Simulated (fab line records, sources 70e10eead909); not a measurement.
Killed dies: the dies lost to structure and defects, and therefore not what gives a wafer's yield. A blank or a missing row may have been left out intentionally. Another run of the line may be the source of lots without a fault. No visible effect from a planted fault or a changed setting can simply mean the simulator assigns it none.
Problem report in the 8D (eight disciplines) form, filled by code ; flow nand-harc ; the parts of the form that need people (team, actions taken, sign-off) are left out

1. WHAT WENT WRONG
At NHARC_A_CHANNEL_HOLE_D1_ETCH_38, oes-product-au averages 0.862 a.u. over 4 wafers from 3 lots, while fault-free wafers read 1.000 a.u., standard deviation 0.0086. Measured from the usual mean, that is -16 standard deviations.
The step: etches the open film in CF4, target depth 39 nm, time 65 s.
Earliest sighting: wafer L257.2 on rie-diel-09 at day 12 12:33. At this step, 21 wafers from 7 lots have a number in the record. Rule for "out" (also "out of limits"): further than 4 standard deviations from the usual mean. Any other wafer with a number is counted as sound.

2. WHAT THIS IS AND IS NOT
question;is;is not
which readings at this step;oes-product-au;drypump-motor-current-A, rf-fwd-power-W, rf-vpp-V, showerhead-plenum-p-Torr, throttle-valve-pct
which lots;L257, L258, L260;L251, L267, L269, L270
which wafers of those lots;L257.2, L258.1, L258.4, L260.3;L257.1, L257.3, L258.3, L260.1, L260.4
read on which tools;rie-diel-09;rie-diel-13
when;from day 12 12:33;"up to then (5 sound wafers); but 12 sound wafers of L258, L260, L267, L269, L270 came after"

3. WHAT RULES OUT EACH SUSPECT
Counting: if a tool at a process step up to the reading ran every lot that is out, it stays a suspect. Sound lots after the first of them don't rule it out here, since some wafers of a struck lot are sound.
- rie-diel-09 at NHARC_A_CHANNEL_HOLE_D1_DESCUM_15 (chemistry O2, time 3 s): kept. It ran every lot that is out, first L257 (day 12 12:28).
- rie-diel-09 at NHARC_A_CHANNEL_HOLE_D1_ETCH_38 (etches the open film in CF4, target depth 39 nm, time 65 s): kept. It ran every lot that is out, first L257 (day 12 12:33). Out on those wafers are its own readings of oes-product-au.
- rie-diel-09, NHARC_A_CHANNEL_HOLE_D1_ETCH_38: wafers that are out in chamber 0, sound lot-mates in chambers 1, 2.
Left after counting: rie-diel-09 at NHARC_A_CHANNEL_HOLE_D1_DESCUM_15, rie-diel-09 at NHARC_A_CHANNEL_HOLE_D1_ETCH_38.

4. THE CAUSE (what the simulator had put in)
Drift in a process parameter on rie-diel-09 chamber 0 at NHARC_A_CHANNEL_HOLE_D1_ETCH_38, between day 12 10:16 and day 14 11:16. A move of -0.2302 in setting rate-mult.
Counting left 2 suspects, and this tool is among them.

5. THE EFFECT CHAIN, in route order
One row per reading whose mean, taken over the struck wafers that have a number, lies over 3 standard deviations from the usual. Readings are gone through only where the record gives a usual standard deviation; hours: the median, over the lots, of the time from a lot's start at the first step in this table giving one to that lot's start at this step; sigmas: the change measured in usual standard deviations.
hours;step;reading;usual;on struck wafers;change;sigmas
0;NHARC_A_CHANNEL_HOLE_D1_ETCH_38;oes-product-au;1.000 a.u.;0.862;-0.138;-16
The process steps in it:
- NHARC_A_CHANNEL_HOLE_D1_ETCH_38: etches the open film in CF4, target depth 39 nm, time 65 s.
At these later measuring or inspecting steps, every struck wafer for which the step has a row has a number for every such reading, and none has moved that far: NHARC_END_SORT_01.

6. WHAT WOULD HAVE CAUGHT IT SOONER
In this record no reading fell out of limits until day 12 12:33, 2 hours after the fault had begun at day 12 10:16.
